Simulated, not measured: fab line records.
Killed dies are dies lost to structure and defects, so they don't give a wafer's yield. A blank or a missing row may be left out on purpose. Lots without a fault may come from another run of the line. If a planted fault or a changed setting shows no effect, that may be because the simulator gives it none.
Matching of chambers -- flow nand harc -- pecvd-03 running NHARC_A_M0_DEP_32: 3 sister chambers
The step deposits SiCN, target thk 30 nm. 3 wafers are shown with their chamber, then 10 later ones without.

EACH WAFER AND ITS CHAMBER
wafer,chamber,heater power w (W)
L089.2,1,635
L092.1,2,452
L092.2,0,537

WAFERS MISSING THEIR CHAMBER
wafer,heater power w (W)
L092.6,655
L091.3,560
L091.4,579
L091.5,389
L096.1,646
L096.3,465
L096.4,641
L095.1,627
L095.4,432
L095.6,609

THE CHAMBER EACH PASSED THROUGH
wafer,from the rows above,in truth
L092.6,1,1
L091.3,can't be placed: 0 or 1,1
L091.4,can't be placed: 0 or 1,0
L091.5,2,2
L096.1,1,1
L096.3,2,2
L096.4,1,1
L095.1,1,1
L095.4,2,2
L095.6,can't be placed: 1 or 0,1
7 of 10 placed correctly. Can't be placed from these rows: 3 (the true chamber is among the candidates in 3). Placed wrongly: 0.
How it was worked out, from the rows above alone: a wafer's distance from a chamber is the root of the sum, over the readings, of the square of ((its reading less the chamber's mean) divided by the reading's scatter). If the next closest chamber is less than 2 further off than the closest, the wafer can't be placed; otherwise it belongs to the closest. Each chamber's mean is taken over the wafers shown for it. The scatter: root of mean squared gap, hidden wafer to nearest shown wafer, with one shown wafer a chamber.
